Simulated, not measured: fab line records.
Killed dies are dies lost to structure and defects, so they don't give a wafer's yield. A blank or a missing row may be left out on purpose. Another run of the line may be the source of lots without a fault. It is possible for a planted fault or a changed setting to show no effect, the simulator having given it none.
fab line records	flow n5Finfet	part 1 of 2: steps 1 to 4 of 6
[record] lots = 23	wafers = 69	lastDay = 17
route steps=1938 shown STI_FIN_REVEAL@183 DUMMY_GATE@218 SD_EPI_N@273 SD_EPI_P@308
lots with no fault: from the same line, run without faults
startH: hours from the record's opening day to when the first of the lot's shown wafers began	waitH: time in hours since the lot's previous step	" as in the row above	L1.1+2: a single row standing in for several wafers	- no value, or no start given	* or withheld: withheld	< > ~ a bound
route shown NAME@n: NAME is a module with steps in the file, n the number in the route of the first one	usual: the fault-free wafers' mean and standard deviation	same: alike in all rows	chamber/n: place in a boat	sites: the reading at each site	_std_site: how widely they spread, as a standard deviation	_edge_site: mean of outer sites minus mean of inner sites	radiusMm: for every site, how far away it sits from the centre of the wafer	mask NAME#n: copy n	behind: tool/chamber where the wafer was last shaped	hold: reason for holding the lot/hours on hold/outcome of the hold	device: the n, p or np transistor that did not switch	end of line: the same wafers' tests at the end of the route	a step without rows: its recipe alone	killed: the dies lost at the first sort to structure and to defects; this is not the yield of the wafer	map: a wafer's dies, marking killed ones x, the rest . and places with no die _
set.NAME: the setting as run; set.NAME@STEP: as run at that earlier step	model.NAME: the simulator's own value behind a step, which no gauge read
the route's steps for a sample of lots (tables are steps, rows are wafers)
services: the hour from which a tool's chamber was out of use, counted from the record's first day as startH (under 0 if before that day), plus the number of hours and why
[[steps]]
[step N5_STI_FIN_REVEAL_ALD_00]
[recipe] material = SiO2	targetThkA = 10	tempC = 300	aldPrecursorFamily = BDEAS	aldCoReactant = O2-plasma	pulseTimeS = 1	pressureTorr = 2
[usual] heaterPowerW = 468/48	precursorPulseHeightRel = 0.999/0.02
lot.wafer	tool	chamber	startH	waitH	heaterPowerW	precursorPulseHeightRel
L074.1	aldSin-04	2	30.51	0.0	483	0.974
L074.2	"	1	"	"	393	0.982
L074.4	"	0	"	"	423	0.993
L075.3	aldSin-03	3	34.90	0.0	488	1.007
L075.4	"	1	"	"	390	1.008
L075.6	"	2	"	"	529	1.010
L076.2	aldSin-01	3	41.08	0.0	473	0.987
L076.3	"	1	"	"	497	0.966
L076.5	"	1	"	"	493	0.991
L077.4	aldSin-03	3	47.26	0.0	486	1.006
L077.5	"	0	"	"	547	0.963
L077.6	"	3	"	"	498	1.014
L078.1	aldSin-01	1	53.96	0.0	502	1.001
L078.2	"	2	"	"	507	0.998
L078.6	"	0	"	"	413	0.966
L079.2	aldSin-03	1	59.58	0.4	395	1.020
L079.3	"	3	"	"	490	0.997
L079.6	"	0	"	"	534	1.005
L080.2	aldSin-01	2	64.03	0.4	489	1.000
L080.3	"	0	"	"	402	1.025
L080.6	"	0	"	"	415	1.008
L081.2	aldSin-01	0	70.13	0.0	410	0.996
L081.5	"	2	"	"	493	0.993
L081.6	"	3	"	"	468	0.991
L082.1	aldSin-01	2	75.31	0.0	503	1.037
L082.3	"	3	"	"	462	0.996
L082.4	"	1	"	"	496	1.010
L083.1	aldSin-03	3	83.97	0.0	485	0.976
L083.2	"	1	"	"	383	1.011
L083.4	"	0	"	"	522	0.984
L084.2	aldSin-04	2	91.87	4.9	501	0.964
L084.3	"	1	"	"	396	0.982
L084.6	"	0	"	"	438	0.999
L085.1	aldSin-03	1	108.75	1.6	398	1.023
L085.3	"	2	"	"	496	1.013
L085.4	"	0	"	"	539	1.003
L086.2	aldSin-04	1	109.98	0.0	399	1.000
L086.4	"	2	"	"	497	1.006
L086.6	"	0	"	"	434	1.039
L087.3	aldSin-03	2	110.32	0.0	501	1.023
L087.5	"	3	"	"	471	1.005
L087.6	"	2	"	"	505	1.024
L088.1	aldSin-04	2	116.03	0.3	501	0.964
L088.5	"	2	"	"	489	0.981
L088.6	"	3	"	"	477	0.994
L089.3	aldSin-03	0	121.35	0.3	535	1.024
L089.4	"	1	"	"	384	1.023
L089.6	"	2	"	"	513	0.988
L090.2	aldSin-04	3	125.23	0.0	490	1.012
L090.4	"	0	"	"	422	1.002
L090.5	"	3	"	"	477	0.999
L091.1	aldSin-03	1	132.11	1.6	394	0.989
L091.2	"	2	"	"	496	0.987
L091.6	"	1	"	"	402	1.008
L092.1	aldSin-03	1	137.33	0.0	396	1.016
L092.4	"	3	"	"	485	1.025
L092.6	"	1	"	"	385	1.014
L093.1	aldSin-03	1	142.98	0.1	404	0.985
L093.3	"	2	"	"	497	0.970
L093.4	"	0	"	"	523	1.004
L094.2	aldSin-03	2	148.38	1.0	499	1.012
L094.3	"	0	"	"	539	0.983
L094.5	"	3	"	"	492	1.034
L095.4	aldSin-03	3	154.23	0.0	487	1.001
L095.5	"	2	"	"	508	0.972
L095.6	"	1	"	"	394	0.994
L096.4	aldSin-04	0	159.18	0.1	434	0.995
L096.5	"	3	"	"	481	0.994
L096.6	"	2	"	"	494	1.046
[step N5_DUMMY_GATE_CMP_04]
[recipe] material = a-Si	postCmpClean = alkalineBrush
[usual] motorCurrentA = 10.1/1.1	timeToEndpointS = 15/3.5
lot.wafer	tool	chamber	startH	waitH	motorCurrentA	timeToEndpointS
L074.2	cmp-02	2	45.21	0.0	9.4	19
L074.1	"	0	"	"	10.0	17
L074.4	"	1	"	"	8.9	11
L075.4	cmp-02	2	47.56	0.1	10.1	21
L075.3	"	3	"	"	10.2	13
L075.6	"	2	"	"	9.6	22
L076.3	cmp-02	3	55.09	0.0	10.1	11
L076.2	"	0	"	"	9.7	16
L076.5	"	0	"	"	9.6	17
L077.4	cmp-02	0	60.03	0.0	9.9	14
L077.6	"	0	"	"	10.0	16
L077.5	"	1	"	"	8.9	10
L078.2	cmp-04	2	66.65	0.1	10.0	16
L078.1	"	0	"	"	11.2	16
L078.6	"	2	"	"	10.5	16
L079.2	cmp-03	3	72.63	0.0	9.5	11
L079.3	"	2	"	"	10.4	11
L079.6	"	3	"	"	9.0	11
L080.2	cmp-03	2	77.14	0.0	10.2	15
L080.3	"	3	"	"	9.9	12
L080.6	"	3	"	"	9.8	13
L081.2	cmp-03	3	83.65	0.1	9.6	12
L081.6	"	0	"	"	12.3	16
L081.5	"	1	"	"	9.1	19
L082.4	cmp-02	0	87.96	0.1	9.7	14
L082.3	"	1	"	"	9.3	9
L082.1	"	3	"	"	10.2	8
L083.4	cmp-02	2	104.43	0.0	9.4	19
L083.2	"	0	"	"	9.8	15
L083.1	"	1	"	"	8.7	11
L084.3	cmp-02	3	107.15	0.1	10.7	12
L084.2	"	0	"	"	10.0	18
L084.6	"	2	"	"	9.7	21
L085.3	cmp-04	0	122.07	0.0	10.6	15
L085.4	"	2	"	"	9.6	14
L085.1	"	3	"	"	10.2	8
L087.3	cmp-04	3	124.78	0.0	10.8	15
L087.5	"	3	"	"	10.3	15
L087.6	"	0	"	"	11.3	16
L086.2	cmp-02	3	125.72	0.0	10.8	10
L086.4	"	1	"	"	8.7	11
L086.6	"	3	"	"	10.9	12
L088.1	cmp-03	2	133.39	0.1	10.1	16
L088.6	"	3	"	"	10.1	12
L088.5	"	0	"	"	12.6	16
L089.4	cmp-03	0	138.82	0.1	12.6	16
L089.3	"	1	"	"	9.3	20
L089.6	"	2	"	"	10.5	15
L090.4	cmp-03	0	146.25	0.0	13.4	14
L090.2	"	1	"	"	9.4	22
L090.5	"	1	"	"	9.3	21
L091.1	cmp-04	0	146.28	0.1	11.2	16
L091.2	"	1	"	"	10.9	17
L091.6	"	0	"	"	10.7	17
L092.4	cmp-02	1	154.21	0.1	8.4	10
L092.1	"	3	"	"	10.3	8
L092.6	"	1	"	"	8.8	11
L093.1	cmp-02	3	155.70	0.1	10.4	11
L093.4	"	0	"	"	9.7	15
L093.3	"	1	"	"	8.4	12
L094.3	cmp-03	1	162.10	0.0	9.1	19
L094.2	"	2	"	"	10.3	16
L094.5	"	2	"	"	9.9	14
L095.4	cmp-03	3	167.05	0.0	9.8	12
L095.6	"	3	"	"	9.8	12
L095.5	"	0	"	"	13.3	16
L096.4	cmp-03	0	172.55	0.1	12.9	13
L096.6	"	1	"	"	8.8	18
L096.5	"	2	"	"	9.8	11
[step N5_DUMMY_GATE_TRIM_49]
[recipe] chemistry = O2	resist = SOC	timeS = 29	targetCdNm = 14	sourcePowerW = 300	biasPowerW = 0	O2_flow_sccm = 100	tempC = 20
[usual] drypumpMotorCurrentA = 5.8/0.5	heBacksideLeakSccm = 2.8/0.32	oesProductAu = 1.008/0.022	throttleValvePct = 8.06/0.14
lot.wafer	tool	chamber	startH	waitH	drypumpMotorCurrentA	heBacksideLeakSccm	oesProductAu	rfHoursCounterH	throttleValvePct
L074.1	rieSi-01	3	52.06	0.0	5.8	2.4	1.046	76	8.05
L074.2	"	0	"	"	5.8	2.9	1.024	176	8.15
L074.4	"	2	"	"	6.5	2.9	1.018	168	8.12
L075.3	rieSi-02	2	54.50	0.0	5.7	3.2	0.997	87	8.12
L075.4	"	0	"	"	5.7	2.9	1.000	4	8.05
L075.6	"	1	"	"	5.3	2.7	0.999	-	7.85
L076.2	rieSi-06	3	60.17	0.0	6.6	2.4	0.984	31	8.05
L076.3	"	1	"	"	6.6	2.8	1.029	57	8.05
L076.5	"	2	"	"	5.8	2.7	0.971	-	7.96
L077.4	rieSi-06	2	65.18	0.0	5.8	2.7	0.977	83	7.97
L077.5	"	3	"	"	6.6	2.3	0.991	-	8.07
L077.6	"	0	"	"	5.7	2.7	1.042	-	8.13
L078.1	rieSi-01	0	71.67	0.0	5.8	2.8	1.028	176	8.13
L078.2	"	3	"	"	5.8	2.6	1.047	77	8.04
L078.6	"	1	"	"	5.7	2.7	0.997	-	8.38
L079.2	rieSi-02	2	77.67	0.0	5.6	3.2	1.007	88	8.12
L079.3	"	1	"	"	5.3	2.8	1.011	3	7.86
L079.6	"	1	"	"	5.2	2.6	1.009	-	7.86
L080.2	rieSi-02	2	82.16	0.0	5.7	3.1	1.009	88	8.12
L080.3	"	3	"	"	4.7	2.5	0.997	2	7.83
L080.6	"	3	"	"	4.8	2.5	0.998	-	7.83
L081.2	rieSi-01	3	88.44	0.0	5.8	2.4	1.037	77	8.06
L081.5	"	3	"	"	5.8	2.4	1.048	-	8.05
L081.6	"	2	"	"	6.5	3.1	1.025	-	8.10
L082.1	rieSi-01	3	93.19	0.0	5.8	2.8	1.024	77	8.06
L082.3	"	1	"	"	5.6	2.8	0.984	108	8.37
L082.4	"	0	"	"	5.8	2.9	1.021	177	8.15
L083.1	rieSi-06	0	109.31	0.0	5.7	2.6	1.031	1	8.12
L083.2	"	1	"	"	6.6	2.8	1.024	57	8.05
L083.4	"	3	"	"	6.6	2.4	0.988	32	8.06
L084.2	rieSi-02	1	112.14	0.0	5.3	2.7	1.012	4	7.84
L084.3	"	3	"	"	4.8	2.7	0.985	2	7.84
L084.6	"	1	"	"	5.3	2.6	1.011	-	7.86
L087.3	rieSi-01	1	130.62	0.0	5.6	2.8	0.987	108	8.38
L087.5	"	3	"	"	5.8	2.4	1.039	-	8.05
L087.6	"	0	"	"	5.8	3.0	1.031	-	8.13
L085.1	rieSi-06	0	131.27	0.0	5.7	2.6	1.034	2	8.10
L085.3	"	2	"	"	5.8	3.0	0.968	84	7.96
L085.4	"	3	"	"	6.6	2.2	0.972	33	8.05
L086.2	rieSi-02	2	137.14	0.0	5.7	3.2	1.014	89	8.14
L086.4	"	0	"	"	5.8	2.9	1.006	6	8.06
L086.6	"	1	"	"	5.3	2.9	1.018	-	7.86
L088.1	rieSi-01	2	143.31	0.0	6.5	2.9	1.010	169	8.11
L088.5	"	3	"	"	5.8	2.8	1.030	-	8.06
L088.6	"	0	"	"	5.8	2.9	1.021	-	8.14
L089.3	rieSi-02	1	147.20	0.0	5.3	2.8	1.004	5	7.87
L089.4	"	0	"	"	5.7	2.9	0.991	6	8.06
L089.6	"	1	"	"	5.3	2.9	0.997	-	7.86
L091.1	rieSi-06	2	151.62	0.0	5.9	2.7	0.970	85	7.95
L091.2	"	0	"	"	5.7	2.7	1.042	2	8.11
L091.6	"	1	"	"	6.6	2.8	1.020	-	8.05
L090.2	rieSi-02	3	151.70	0.0	4.7	2.4	1.001	3	7.83
L090.4	"	1	"	"	5.2	2.9	1.007	5	7.86
L090.5	"	0	"	"	5.7	3.0	1.000	-	8.03
L092.1	rieSi-01	3	159.34	0.0	5.8	2.6	1.040	78	8.05
L092.4	"	2	"	"	6.5	3.0	1.015	169	8.13
L092.6	"	3	"	"	5.8	2.4	1.035	-	8.06
L093.1	rieSi-02	0	160.70	0.0	5.7	2.9	0.989	7	8.06
L093.3	"	3	"	"	4.7	2.6	1.003	3	7.83
L093.4	"	2	"	"	5.7	3.2	0.995	89	8.13
L094.2	rieSi-01	2	167.18	0.0	6.5	2.8	1.015	170	8.12
L094.3	"	3	"	"	5.8	2.3	1.037	78	8.07
L094.5	"	1	"	"	5.6	2.9	0.980	-	8.37
L095.4	rieSi-06	1	172.07	0.0	6.5	2.5	1.023	59	8.03
L095.5	"	1	"	"	6.6	2.6	1.025	-	8.07
L095.6	"	2	"	"	5.8	2.6	0.977	-	7.98
L096.4	rieSi-01	1	177.34	0.0	5.6	2.8	0.984	109	8.40
L096.5	"	1	"	"	5.6	2.8	0.982	-	8.37
L096.6	"	0	"	"	5.8	3.0	1.015	-	8.14
[step N5_SD_EPI_N_DESCUM_14]
[recipe] chemistry = O2	timeS = 7.9	sourcePowerW = 50	biasPowerW = 20	pressureMtorr = 20	rfFrequencyHz = 2.712e+07	tempC = 40	resist = CAR-ArF-block	o2FlowSccm = 225
[usual] drypumpMotorCurrentA = 5.6/0.41	oesProductAu = 0.78/0.1	rfVppV = 243.3/1.1	showerheadPlenumPTorr = 2.11/0.054	throttleValvePct = 20.63/0.18
lot.wafer	tool	chamber	startH	waitH	drypumpMotorCurrentA	oesProductAu	rfHoursCounterH	rfVppV	showerheadPlenumPTorr	throttleValvePct
L074.1	rieDiel-05	3	54.15	0.1	5.8	0.75	136	243.1	2.12	20.84
L074.2	"	1	"	"	5.3	0.69	230	244.1	2.16	20.83
L074.4	"	0	"	"	6.0	0.75	143	243.9	2.01	20.47
L075.3	rieDiel-03	2	56.65	0.2	5.3	0.72	186	245.5	2.17	20.65
L075.4	"	3	"	"	5.4	0.67	235	244.6	2.15	20.72
L075.6	"	2	"	"	5.4	0.73	-	244.6	2.17	20.66
L076.2	rieDiel-04	2	62.06	0.0	5.5	0.68	246	242.3	2.09	21.10
L076.3	"	3	"	"	6.3	0.72	193	244.0	2.18	20.58
L076.5	"	0	"	"	4.8	0.91	-	242.4	2.16	20.44
L077.4	rieDiel-04	1	67.38	0.1	5.3	0.96	2	241.7	2.03	20.34
L077.5	"	1	"	"	5.3	0.98	-	243.1	2.03	20.33
L077.6	"	2	"	"	5.5	0.69	-	240.9	2.09	21.10
L078.1	rieDiel-04	1	73.87	0.0	5.3	0.94	4	242.4	2.03	20.34
L078.2	"	2	"	"	5.5	0.68	249	242.4	2.09	21.10
L078.6	"	1	"	"	5.3	0.95	-	242.2	2.03	20.33
L079.2	rieDiel-03	0	79.75	0.1	5.8	0.68	212	240.9	2.07	20.53
L079.3	"	3	"	"	5.5	0.66	242	244.8	2.15	20.75
L079.6	"	0	"	"	5.8	0.68	-	242.5	2.07	20.55
L080.2	rieDiel-05	1	84.06	0.0	5.3	0.68	241	243.6	2.16	20.83
L080.3	"	3	"	"	5.8	0.73	148	243.1	2.11	20.85
L080.6	"	2	"	"	5.3	0.77	-	243.6	2.15	20.68
L081.2	rieDiel-05	0	93.86	0.0	6.0	0.75	154	242.6	2.01	20.49
L081.5	"	0	"	"	6.0	0.75	-	241.6	2.01	20.47
L081.6	"	1	"	"	5.3	0.68	-	244.0	2.16	20.84
L082.1	rieDiel-05	1	101.81	0.0	5.3	0.67	245	244.6	2.16	20.85
L082.3	"	2	"	"	5.3	0.77	89	243.1	2.15	20.67
L082.4	"	0	"	"	6.0	0.73	156	242.4	2.01	20.51
L083.1	rieDiel-05	3	111.34	0.1	5.8	0.72	156	243.5	2.11	20.85
L083.2	"	2	"	"	5.3	0.77	92	244.6	2.15	20.69
L083.4	"	1	"	"	5.2	0.68	248	243.4	2.16	20.85
L084.2	rieDiel-04	1	115.14	0.0	5.3	0.90	20	240.8	2.02	20.37
L084.3	"	2	"	"	5.5	0.96	6	243.0	2.08	20.75
L084.6	"	2	"	"	5.5	0.97	-	242.3	2.08	20.75
L087.3	rieDiel-03	1	133.23	0.1	6.4	0.84	61	243.2	2.14	20.57
L087.5	"	1	"	"	6.4	0.85	-	243.1	2.14	20.59
L087.6	"	0	"	"	5.8	0.67	-	242.9	2.06	20.57
L085.1	rieDiel-04	3	134.42	0.5	6.3	0.70	221	244.8	2.17	20.62
L085.3	"	0	"	"	4.8	0.87	57	243.2	2.15	20.48
L085.4	"	2	"	"	5.5	0.94	14	242.4	2.08	20.76
L086.2	rieDiel-05	2	139.03	0.0	5.3	0.76	104	243.2	2.15	20.73
L086.4	"	0	"	"	6.0	0.73	170	242.9	2.00	20.52
L086.6	"	2	"	"	5.3	0.75	-	242.9	2.15	20.72
L088.1	rieDiel-04	2	145.39	0.0	5.5	0.92	18	242.3	2.08	20.76
L088.5	"	0	"	"	4.8	0.86	-	244.6	2.15	20.47
L088.6	"	3	"	"	6.3	0.71	-	244.9	2.17	20.62
L089.3	rieDiel-03	0	149.42	0.0	5.8	0.66	238	243.1	2.06	20.57
L089.4	"	2	"	"	5.3	0.69	221	243.7	2.16	20.70
L089.6	"	3	"	"	5.4	0.95	-	242.7	2.14	20.41
L091.1	rieDiel-05	3	153.94	0.1	5.8	0.72	172	242.4	2.10	20.89
L091.2	"	2	"	"	5.3	0.75	109	244.7	2.15	20.70
L091.6	"	3	"	"	5.8	0.72	-	243.5	2.11	20.89
L090.2	rieDiel-03	3	154.13	0.0	5.5	0.93	13	243.4	2.14	20.41
L090.4	"	2	"	"	5.4	0.70	224	244.7	2.15	20.70
L090.5	"	0	"	"	5.8	0.66	-	241.8	2.06	20.57
L092.1	rieDiel-03	2	161.45	0.1	5.3	0.69	226	244.6	2.15	20.70
L092.4	"	0	"	"	5.8	0.65	242	240.8	2.06	20.58
L092.6	"	3	"	"	5.4	0.92	-	244.0	2.14	20.41
L093.1	rieDiel-04	0	162.83	0.0	4.8	0.84	67	244.0	2.14	20.49
L093.3	"	1	"	"	5.3	0.88	37	244.0	2.02	20.39
L093.4	"	2	"	"	5.5	0.91	24	241.3	2.08	20.80
L094.2	rieDiel-03	1	169.20	0.0	6.3	0.83	74	244.7	2.14	20.60
L094.3	"	3	"	"	5.5	0.92	19	244.0	2.14	20.38
L094.5	"	3	"	"	5.5	0.93	-	244.9	2.14	20.39
L095.4	rieDiel-03	2	173.97	0.0	5.3	0.68	230	243.3	2.15	20.72
L095.5	"	2	"	"	5.3	0.68	-	244.6	2.15	20.74
L095.6	"	3	"	"	5.5	0.92	-	243.8	2.14	20.41
L096.4	rieDiel-05	3	179.76	0.0	5.8	0.70	181	242.9	2.10	20.90
L096.5	"	1	"	"	5.3	0.92	-	243.0	2.15	20.67
L096.6	"	0	"	"	6.0	0.71	-	240.8	2.00	20.53
